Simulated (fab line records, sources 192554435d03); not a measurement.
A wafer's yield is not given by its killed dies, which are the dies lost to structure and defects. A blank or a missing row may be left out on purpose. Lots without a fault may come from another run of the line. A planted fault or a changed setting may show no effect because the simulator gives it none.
Matching of chambers	flow n5-finfet	N5_BEOL_M11_CURE_72 on uv-cure-01: 3 sister chambers
The step cures SiCOH lowk, time 120 s. 6 wafers are shown with their chamber, then 10 later ones without.

WAFERS PAIRED WITH THEIR CHAMBERS
wafer	chamber	wafer_temp_C_max	lamp-power-pct (%)
L086.2	2	371.0	52.32
L086.3	2	371.3	52.21
L087.2	1	371.4	52.36
L087.4	1	371.5	52.29
L090.1	0	371.2	52.26
L090.2	0	371.3	52.27

WAFERS WITHOUT THEIR CHAMBER
wafer	wafer_temp_C_max	lamp-power-pct (%)
L090.6	371.2	52.33
L091.2	370.7	52.50
L091.3	371.1	52.32
L091.4	370.7	52.30
L092.2	371.6	52.32
L092.4	370.9	52.26
L092.6	371.2	52.33
L094.2	371.2	52.34
L094.3	370.8	52.36
L094.5	371.1	52.23

THE CHAMBER EACH PASSED THROUGH
wafer	from the rows above	in truth
L090.6	can't be placed: 0 or 2 or 1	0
L091.2	can't be placed: 2 or 0 or 1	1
L091.3	can't be placed: 2 or 0 or 1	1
L091.4	can't be placed: 2 or 0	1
L092.2	can't be placed: 1 or 0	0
L092.4	can't be placed: 2 or 0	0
L092.6	can't be placed: 0 or 2 or 1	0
L094.2	can't be placed: 0 or 2 or 1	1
L094.3	can't be placed: 2 or 0 or 1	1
L094.5	can't be placed: 2 or 0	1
Correct placement for 0 of the 10. Not placeable from these rows: 10 (in 8, the candidates include the true chamber). Placed wrongly: 0.
How it was worked out, from the rows above alone: a wafer's distance from a chamber is the root of the sum, over the readings, of the square of ((its reading less the chamber's mean) divided by the reading's scatter). If the next closest chamber is less than 2 further off than the closest, the wafer can't be placed; otherwise it belongs to the closest. The mean given for a chamber averages the wafers shown for that chamber. How the scatter is found: for the shown wafers, subtract from each reading the mean of its chamber, square and add these, divide the total by (wafers less chambers), then take the root.
